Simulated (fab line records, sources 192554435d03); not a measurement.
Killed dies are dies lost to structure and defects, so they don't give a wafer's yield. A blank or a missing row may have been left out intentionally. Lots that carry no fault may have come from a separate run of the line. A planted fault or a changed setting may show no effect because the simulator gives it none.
Which tool was responsible?	flow n5-finfet	Sampling: 22 lots, 66 wafers, 4 of 1938 route steps

## WHAT THE GAUGES SHOWED, per wafer
N5_BEOL_M5_OVL_MEAS_29.
lot	measured	on	V4_OVL (nm)
L074	day 8 04:19	overlay-02	-0.3 -0.5 0.2
L075	day 8 05:12	overlay-02	0.3 1.1 0.6
L076	day 8 16:53	overlay-01	0.9 0.6 1.1
L078	day 8 20:41	overlay-02	-0.7 -1.4 -0.6
L077	day 9 03:18	overlay-02	-0.4 0.7 -0.4
L079	day 9 03:25	overlay-01	-0.1 -0.3 0.1
L081	day 9 13:19	overlay-02	-0.2 0.0 -0.6
L082	day 10 00:47	overlay-02	0.1 0.5 0.5
L083	day 10 06:30	overlay-02	-0.4 -0.1 -0.1
L084	day 10 10:46	overlay-01	0.6 0.6 0.4
L085	day 10 18:14	overlay-01	-1.1 -1.1 -0.2
L086	day 10 20:29	overlay-01	-1.2 0.1 0.2
L087	day 11 09:17	overlay-02	0.2 -0.4 -1.2
L089	day 11 11:36	overlay-02	-0.5 0.1 -1.2
L088	day 11 21:59	overlay-01	-0.9 -0.6 -0.8
L091	day 12 06:30	overlay-01	-1.2 -1.1 -0.8
L093	day 12 15:57	overlay-02	-0.4 -0.1 0.5
L092	day 12 20:57	overlay-01	0.3 0.2 -0.4
L095	day 13 02:24	overlay-01	-0.8 -0.1 -0.4
L094	day 13 06:32	overlay-01	0.8 0.9 0.2
L096	day 13 12:33	overlay-01	0.0 0.1 -0.4
L097	day 14 02:45	overlay-02	0.5 0.3 -0.3

## EACH LOT AND THE TOOL THAT RAN IT (in order: tool; ch and the chambers of the sampled wafers; start)
lot	N5_BEOL_M4_ANNEAL_93	N5_BEOL_M5_CURE_79	N5_BEOL_M5_ETCH_62
L074	pvd-sputter-03, day 7 20:40	uv-cure-02 ch 0, day 7 23:25	rie-diel-06 ch 1,3, day 8 00:53
L075	pvd-sputter-03, day 7 23:14	uv-cure-03 ch 1, day 8 02:11	rie-diel-02 ch 0,1,2, day 8 04:25
L076	pvd-sputter-02, day 8 10:09	uv-cure-01 ch 2, day 8 14:10	rie-diel-02 ch 2,3, day 8 16:02
L078	pvd-sputter-01, day 8 14:29	uv-cure-02 ch 0, day 8 17:18	rie-diel-02 ch 1,2,3, day 8 19:37
L077	pvd-sputter-01, day 8 19:22	uv-cure-02 ch 1, day 8 22:19	rie-diel-02 ch 0,2,3, day 9 01:24
L079	pvd-sputter-03, day 8 20:45	uv-cure-03 ch 1, day 8 23:16	rie-diel-03 ch 1,2, day 9 01:33
L081	pvd-sputter-03, day 9 07:24	uv-cure-02 ch 2, day 9 09:55	rie-diel-03 ch 2,3, day 9 11:44
L082	pvd-sputter-03, day 9 17:52	uv-cure-02 ch 1, day 9 20:23	rie-diel-02 ch 0,2,3, day 9 23:12
L083	pvd-sputter-03, day 10 00:58	uv-cure-02 ch 1, day 10 03:27	rie-diel-06 ch 0,1,3, day 10 05:45
L084	pvd-sputter-03, day 10 04:09	uv-cure-03 ch 1, day 10 06:44	rie-diel-02 ch 0,2,3, day 10 08:59
L085	pvd-sputter-03, day 10 10:02	uv-cure-02 ch 2, day 10 12:37	rie-diel-02 ch 0,1, day 10 15:46
L086	pvd-sputter-02, day 10 13:51	uv-cure-01 ch 2, day 10 16:52	rie-diel-02 ch 1,3, day 10 18:47
L087	pvd-sputter-01, day 11 04:38	uv-cure-02 ch 1, day 11 07:19	rie-diel-06 ch 0,3, day 11 08:30
L089	pvd-sputter-03, day 11 05:16	uv-cure-03 ch 0, day 11 08:04	rie-diel-06 ch 0,1,3, day 11 10:49
L088	pvd-sputter-03, day 11 15:49	uv-cure-01 ch 1, day 11 18:20	rie-diel-02 ch 0,2, day 11 20:11
L091	pvd-sputter-01, day 12 00:42	uv-cure-03 ch 0, day 12 03:17	rie-diel-06 ch 0,1,3, day 12 05:48
L093	pvd-sputter-01, day 12 10:35	uv-cure-01 ch 0, day 12 13:10	rie-diel-03 ch 0,1,2, day 12 15:06
L092	pvd-sputter-03, day 12 15:51	uv-cure-02 ch 2, day 12 18:23	rie-diel-02 ch 0,2, day 12 19:46
L095	pvd-sputter-01, day 12 20:28	uv-cure-03 ch 0, day 12 23:04	rie-diel-02 ch 0,2, day 13 00:48
L094	pvd-sputter-01, day 12 22:18	uv-cure-03 ch 1, day 13 01:11	rie-diel-06 ch 1,2, day 13 04:14
L096	pvd-sputter-03, day 13 05:52	uv-cure-02 ch 2, day 13 08:35	rie-diel-03 ch 1,2,3, day 13 10:40
L097	pvd-sputter-02, day 13 21:13	uv-cure-01 ch 2, day 13 23:47	rie-diel-03 ch 0,2,3, day 14 02:02
- N5_BEOL_M4_ANNEAL_93: time 240 s.
- N5_BEOL_M5_CURE_79: cures SiCOH lowk, time 240 s.
- N5_BEOL_M5_ETCH_62: etches SOC in N2/H2, target depth 75 nm, overetch 15 nm, time 112.5 s.

## WHAT THE TOOLS THEMSELVES READ (means of the sampled wafers that have a number; where no wafer has one, the mark that the record gives instead)
N5_BEOL_M4_ANNEAL_93.
lot	tool	heater-power-w (W)	susceptor_temp_C_max
L074	pvd-sputter-03	879	400.8
L075	pvd-sputter-03	917	400.9
L076	pvd-sputter-02	776	401.2
L078	pvd-sputter-01	818	400.6
L077	pvd-sputter-01	873	400.8
L079	pvd-sputter-03	875	400.8
L081	pvd-sputter-03	887	400.7
L082	pvd-sputter-03	874	400.8
L083	pvd-sputter-03	892	401.3
L084	pvd-sputter-03	892	400.9
L085	pvd-sputter-03	908	400.9
L086	pvd-sputter-02	748	401.0
L087	pvd-sputter-01	972	400.7
L089	pvd-sputter-03	869	401.4
L088	pvd-sputter-03	895	401.1
L091	pvd-sputter-01	836	401.1
L093	pvd-sputter-01	848	400.8
L092	pvd-sputter-03	903	401.4
L095	pvd-sputter-01	871	400.8
L094	pvd-sputter-01	884	401.0
L096	pvd-sputter-03	965	401.1
L097	pvd-sputter-02	818	400.5

N5_BEOL_M5_CURE_79.
lot	tool	lamp-power-pct (%)	wafer_temp_C_max
L074	uv-cure-02	52.31	387.4
L075	uv-cure-03	52.30	387.6
L076	uv-cure-01	52.30	386.7
L078	uv-cure-02	52.33	387.7
L077	uv-cure-02	52.24	387.1
L079	uv-cure-03	52.27	387.5
L081	uv-cure-02	52.27	386.5
L082	uv-cure-02	52.32	387.0
L083	uv-cure-02	52.29	387.2
L084	uv-cure-03	52.32	387.7
L085	uv-cure-02	52.35	386.2
L086	uv-cure-01	52.31	386.5
L087	uv-cure-02	52.33	387.1
L089	uv-cure-03	52.29	386.1
L088	uv-cure-01	52.27	388.0
L091	uv-cure-03	52.33	386.0
L093	uv-cure-01	52.30	386.3
L092	uv-cure-02	52.36	386.8
L095	uv-cure-03	52.30	385.7
L094	uv-cure-03	52.35	387.7
L096	uv-cure-02	52.33	386.2
L097	uv-cure-01	52.33	386.1

N5_BEOL_M5_ETCH_62.
lot	tool	bias-w (W)	drypump-motor-current-A (A)	oes-product-au (a.u.)	rf-vpp-V (V)	showerhead-plenum-p-Torr (Torr)	temp-c (C)	throttle-valve-pct (%)
L074	rie-diel-06	149.7	5.2	0.64	527	2.62	40.00	17.5
L075	rie-diel-02	150.1	5.6	0.61	521	2.43	40.02	18.0
L076	rie-diel-02	149.4	5.8	0.71	523	2.51	40.03	17.6
L078	rie-diel-02	149.9	5.7	0.66	524	2.52	40.07	17.8
L077	rie-diel-02	150.0	5.8	0.67	521	2.48	39.96	17.9
L079	rie-diel-03	150.3	5.1	0.69	527	2.63	40.06	17.7
L081	rie-diel-03	150.0	6.1	0.59	520	2.42	39.95	17.8
L082	rie-diel-02	150.2	5.8	0.66	522	2.48	39.96	17.9
L083	rie-diel-06	150.5	5.5	0.61	523	2.54	39.99	17.9
L084	rie-diel-02	150.4	5.8	0.66	523	2.47	39.98	17.9
L085	rie-diel-02	150.1	5.5	0.56	520	2.44	39.98	18.2
L086	rie-diel-02	150.3	5.6	0.61	524	2.53	39.83	18.0
L087	rie-diel-06	150.3	5.3	0.62	524	2.51	39.96	18.0
L089	rie-diel-06	150.0	5.5	0.61	525	2.54	40.04	17.9
L088	rie-diel-02	150.3	5.7	0.60	520	2.38	40.08	18.1
L091	rie-diel-06	150.2	5.4	0.59	524	2.53	40.02	17.9
L093	rie-diel-03	149.9	5.5	0.61	525	2.60	40.02	17.7
L092	rie-diel-02	150.0	5.7	0.59	520	2.38	39.95	18.1
L095	rie-diel-02	149.7	5.7	0.59	519	2.38	40.06	18.1
L094	rie-diel-06	149.7	4.9	0.72	525	2.54	40.07	17.6
L096	rie-diel-03	150.1	5.6	0.68	526	2.62	40.03	17.7
L097	rie-diel-03	149.7	5.9	0.64	525	2.60	40.02	17.7

## THE ANSWER, worked out from the rows above alone
Rule: usual is defined by the lots themselves. The widest of any qualifying gaps counts: lots, ordered by their means at a reading, are off when they make up no more than a third of the lots, leave a main group of 4 or more, and stand apart from it by 3 or more times the standard deviation of that group's means. A main group whose means are all the same, to the digits that the tables above print for the reading, isn't used. Also off: a lot with no number at a reading for which 4 or more lots have one. The other lots that the step has rows for count as sound. Order of review: gauges by route order, followed by the tools' own readings, for which a lot's mean as printed above is used. The first step at which some lot is off is used, and at that step the reading that is off furthest; a lot without a number counts as furthest.
None of the lots is off at any reading shown; this tells nothing.

## WHAT THE SIMULATOR PUT IN
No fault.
